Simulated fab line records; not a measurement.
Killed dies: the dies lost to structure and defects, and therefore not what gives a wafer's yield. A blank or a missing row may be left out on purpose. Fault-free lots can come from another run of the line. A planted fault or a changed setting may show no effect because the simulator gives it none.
Split-lot experiment | flow n5_finfet | on a route of 1938 steps: 7 lots, 21 wafers read

## THE SPLIT ITSELF
At N5_ZERO_LAYER_COAT_05 (resist thk 1000 nm), the setting spin_rpm was moved away from the recipe's 1500 rpm on 7 of the 21 wafers read, by -10.8% to +9.5%. For the rest of the wafers, this setting stayed at what the recipe calls for.

The reading is taken at the split's own step.

## THE READING
coat_of_ZERO_LAYER_COAT_05.thk_nm (the simulator's own value, which no gauge read), in nm, at N5_ZERO_LAYER_COAT_05 (resist thk 1000 nm). The file does not state a usual value for it. The 14 wafers here that ran the recipe average 1000.2 nm, standard deviation 2.8 nm.

wafer  | tool, chamber at the split | spin_rpm as run, rpm | against the recipe | coat_of_ZERO_LAYER_COAT_05.thk_nm, nm | against lot-mates on the recipe
L076.2 | litho_track-03, 0          | 1500                 | recipe             | 1003                                  | -
L076.3 | litho_track-03, 0          | 1500                 | recipe             | 1006                                  | -
L076.4 | litho_track-03, 0          | 1500                 | recipe             | 1004                                  | -
L081.1 | litho_track-04, 0          | 1500                 | recipe             | 999.5                                 | -
L081.4 | litho_track-04, 0          | 1566                 | +4.4%              | 979.4                                 | -20.1
L081.5 | litho_track-04, 0          | 1566                 | +4.4%              | 979.4                                 | -20.1
L083.1 | litho_track-03, 0          | 1338                 | -10.8%             | 1055                                  | +57.4
L083.2 | litho_track-03, 0          | 1500                 | recipe             | 997.6                                 | -
L083.5 | litho_track-03, 0          | 1338                 | -10.8%             | 1054                                  | +56.4
L090.4 | litho_track-04, 0          | 1643                 | +9.5%              | 958.6                                 | -41.4
L090.5 | litho_track-04, 0          | 1500                 | recipe             | 1000                                  | -
L090.6 | litho_track-04, 0          | 1643                 | +9.5%              | 955.7                                 | -44.3
L091.1 | litho_track-03, 0          | 1581                 | +5.4%              | 971.3                                 | -25.2
L091.3 | litho_track-03, 0          | 1500                 | recipe             | 996.2                                 | -
L091.6 | litho_track-03, 0          | 1500                 | recipe             | 996.8                                 | -
L093.1 | litho_track-05, 0          | 1500                 | recipe             | 1003                                  | -
L093.3 | litho_track-05, 0          | 1500                 | recipe             | 1001                                  | -
L093.6 | litho_track-05, 0          | 1500                 | recipe             | 999.1                                 | -
L095.1 | litho_track-05, 0          | 1500                 | recipe             | 999.6                                 | -
L095.5 | litho_track-05, 0          | 1500                 | recipe             | 997.7                                 | -
L095.6 | litho_track-05, 0          | 1500                 | recipe             | 999.5                                 | -

FIT RESULTS
A straight line over all 21 wafers: coat_of_ZERO_LAYER_COAT_05.thk_nm changes by -4.84 nm for each +1% of spin_rpm; r = -0.99; the points scatter about the line by 2.8 nm.
The same after taking each lot's own level away (the mean of its wafers on the recipe; 21 wafers): -4.91 nm for each +1%; r = -1.00; scatter 1.9 nm.
According to that fit, moving spin_rpm by its largest amount changes the reading by 53 nm.
From 996.50 to 1004.33 nm: that is the span of the lots' own levels, equal to 2.8 times the standard deviation above.
So the lot-to-lot level changes the slope little: the two slopes agree.
Check: for one of the wafers moved furthest among these (-10.8%), held out of the fit, the line's prediction against its lot-mates is +52.3 nm. Against them it came out at +57.4 nm.

## ADDITIONAL SPLITS CARRIED BY THESE WAFERS
Note: prior to the reading, these wafers also went through further splits. Each is held against what the fit with the lots' levels taken away leaves over:
other split on the same wafers | wafers away from the commonest value | r with coat_of_ZERO_LAYER_COAT_05.thk_nm (lot level and that fit taken away)
N5_ZERO_LAYER_PECVD_02 time_s  | 5                                    | -0.30

## THE WHOLE CHAIN: every reading that the file lists as answering this split, in the file's order
step                   | what it does       | reading                                                                            | change (the file's fit)              | r (the file's)
N5_ZERO_LAYER_COAT_05  | resist thk 1000 nm | coat_of_ZERO_LAYER_COAT_05.thk_nm (the simulator's own value, which no gauge read) | -4.9 nm for each +1% of the setting  | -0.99
N5_ZERO_LAYER_STRIP_24 | strips in O2       | strip_time_to_endpoint_s                                                           | withheld for each +1% of the setting | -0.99

## THE FILE'S OWN FIT
coat_of_ZERO_LAYER_COAT_05.thk_nm changes by -4.9 nm for each +1% of spin_rpm, r = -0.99.
